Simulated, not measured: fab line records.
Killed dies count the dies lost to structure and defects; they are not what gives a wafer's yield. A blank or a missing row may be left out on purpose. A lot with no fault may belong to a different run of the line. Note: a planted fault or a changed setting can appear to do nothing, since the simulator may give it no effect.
One fault seen from 2 desks -- flow n5_finfet -- every desk sees just its own numbers, and what lay behind them comes last

TOOL OWNER'S DESK, vapor_etch-02
The tool's own readings at N5_STI_FIN_REVEAL_RECESS_09 (chemistry HF/NH3, target SiO2, afs cycles 11, target depth 42.5 nm, sublimation time 60 s): means of the sampled wafers that have a number, for each lot that ran on this tool. The brackets show how far a lot's mean lies from the usual mean; more than 4 standard deviations puts the lot out of limits, marked OUT.
Columns: A = drypump_motor_current_A at N5_STI_FIN_REVEAL_RECESS_09, usual 5.95 A
lot,first seen here,A
L741,day 2 09:38,5.95
L752,day 5 04:06,5.94
L763,day 7 22:09,6.04
This desk's finding: nothing out of limits on any of the 3 lots.

THE METROLOGY DESK
Means of the sampled wafers that have a number, per lot and without regard to the tool the lot ran on: this is what the gauges read. The brackets show how far a lot's mean lies from the usual mean; more than 4 standard deviations puts the lot out of limits, marked OUT. It has 12 readings, of which 7 appear: the earliest out of limits, and the ones furthest out on some lot.
Columns: A = cd_nm at N5_STI_FIN_REVEAL_CD_MEAS_22, usual 6.26 nm; B = trench_depth_nm at N5_STI_FIN_REVEAL_FIN_H_MEAS_10, usual 52.0 nm; C = DIBL_N at N5_BEOL_M4_RC_MEAS_101, usual 36.2 mV/V; D = DIBL_P at N5_BEOL_M4_RC_MEAS_101, usual 36.5 mV/V; E = ION_N at N5_BEOL_M4_RC_MEAS_101, usual 675 uA/um; F = SS_N at N5_BEOL_M4_RC_MEAS_101, usual 71.5 mV/dec; G = VT_P at N5_BEOL_M4_RC_MEAS_101, usual -250 mV
lot,first seen here,A,B,C,D,E,F,G
L741,day 2 12:50,6.47,52.3,35.8,37.4,679,71.5,-249
L743,day 3 01:58,6.05,52.3,34.5,34.4,663,71.2,-254
L751,day 4 23:31,6.24,52.6,34.8,34.9,675,71.1,-252
L752,day 5 06:16,6.31,40.5 (-16) OUT,36.5,37.4,689,71.4,-249
L757,day 6 14:47,6.34,51.6,35.7,35.3,677,71.0,-253
L761,day 7 13:43,6.07,51.1,37.7,36.3,666,72.3,-247
L762,day 7 18:04,6.57,51.8,36.0,36.8,673,71.4,-252
L763,day 8 00:53,6.44,51.9,34.0,34.2,672,70.9,-249
L764,day 8 06:40,6.40,51.9,36.9,36.8,677,72.2,-248
This desk's finding: out of limits on L752; first on L752, day 5 06:18 (trench_depth_nm at N5_STI_FIN_REVEAL_FIN_H_MEAS_10). Within limits: L741, L743, L751, L757, L761, L762, L763, L764.

TAKEN TOGETHER
An alarm was possible from the metrology desk at day 5 06:18, on L752.
The desk of the tool owner found nothing out of limits.
Tool owner's desk: L752 on record, inside its limits.
Of the lots named, all ran N5_STI_FIN_REVEAL_RECESS_09 on vapor_etch-02.

WHAT WAS PUT IN BY THE SIMULATOR
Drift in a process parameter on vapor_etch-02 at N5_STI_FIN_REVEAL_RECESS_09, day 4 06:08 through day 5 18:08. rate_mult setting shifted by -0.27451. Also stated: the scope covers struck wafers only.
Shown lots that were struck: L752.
Delay in hours, fault start to first out-of-limits reading, per desk: metrology desk 24.
